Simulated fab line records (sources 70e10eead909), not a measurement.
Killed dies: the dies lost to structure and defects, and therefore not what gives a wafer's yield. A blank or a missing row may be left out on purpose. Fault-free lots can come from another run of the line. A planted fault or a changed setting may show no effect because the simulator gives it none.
Matching of chambers ; flow nandHarc ; NHARC_P_GATE_STRIP_108 on rieDiel-10 has 4 sister chambers
The step strips in O2. 24 wafers are shown with their chamber, then 12 later ones without.

EACH WAFER AND ITS CHAMBER
wafer;chamber;showerheadPlenumPTorr (Torr);drypumpMotorCurrentA (A);throttleValvePct (%)
L075.3;2;3.32;5.7;17.021
L075.4;3;3.71;6.0;17.041
L075.6;0;3.65;6.4;17.046
L077.1;3;3.71;5.9;17.046
L077.2;1;3.44;6.0;17.018
L077.3;2;3.31;5.7;17.041
L078.1;3;3.71;6.0;17.029
L078.2;2;3.31;5.7;17.037
L078.3;1;3.44;6.0;17.029
L080.1;3;3.71;5.9;17.048
L080.2;0;3.65;6.4;17.036
L080.5;0;3.65;6.4;17.038
L085.3;0;3.65;6.5;17.038
L085.5;1;3.43;6.0;17.025
L085.6;2;3.31;5.7;17.021
L086.2;0;3.65;6.4;17.046
L086.3;1;3.43;6.0;17.026
L086.5;0;3.65;6.4;17.039
L087.2;0;3.65;6.4;17.022
L087.3;3;3.71;5.9;17.033
L087.5;2;3.31;5.7;17.026
L089.1;0;3.65;6.4;17.033
L089.5;3;3.71;5.9;17.030
L089.6;0;3.65;6.4;17.038

SIGNATURES (means of the wafers above)
reading;chamber 0;chamber 1;chamber 2;chamber 3;scatter within a chamber
showerheadPlenumPTorr;3.6500;3.4350;3.3120;3.7100;0.003
drypumpMotorCurrentA;6.411;6.000;5.700;5.933;0.0333
throttleValvePct;17.03733;17.02450;17.02920;17.03783;0.00762
Rule: for each reading, subtract the chamber's mean from the wafer's reading, divide by that reading's scatter and square the result; add these up over the readings and take the root, which gives the wafer's distance from the chamber. The wafer belongs to the nearest chamber; if the next one is less than 2 further off, it can't be placed. The scatter is the square root of a quotient: the sum, over the shown wafers, of each reading's squared deviation from its chamber's mean, divided by wafers minus chambers.

WAFERS WITH NO CHAMBER GIVEN
wafer;showerheadPlenumPTorr (Torr);drypumpMotorCurrentA (A);throttleValvePct (%)
L088.1;3.43;6.0;17.042
L088.2;3.71;5.9;17.029
L088.4;3.31;5.7;17.043
L090.2;3.65;6.4;17.037
L090.3;3.31;5.7;17.042
L090.6;3.31;5.7;17.024
L094.2;3.31;5.7;17.031
L094.4;3.31;5.7;17.033
L094.5;3.70;5.9;17.027
L095.3;3.70;5.9;17.052
L095.5;3.43;6.0;17.040
L095.6;3.65;6.4;17.044

WHICH CHAMBER EACH WENT THROUGH
wafer;from the rows above;in truth
L088.1;1;1
L088.2;3;3
L088.4;2;2
L090.2;0;0
L090.3;2;2
L090.6;2;2
L094.2;2;2
L094.4;2;2
L094.5;3;3
L095.3;3;3
L095.5;1;1
L095.6;0;0
Correctly placed: 12 of 12. Can't be placed from these rows: 0. Placed wrongly: 0.
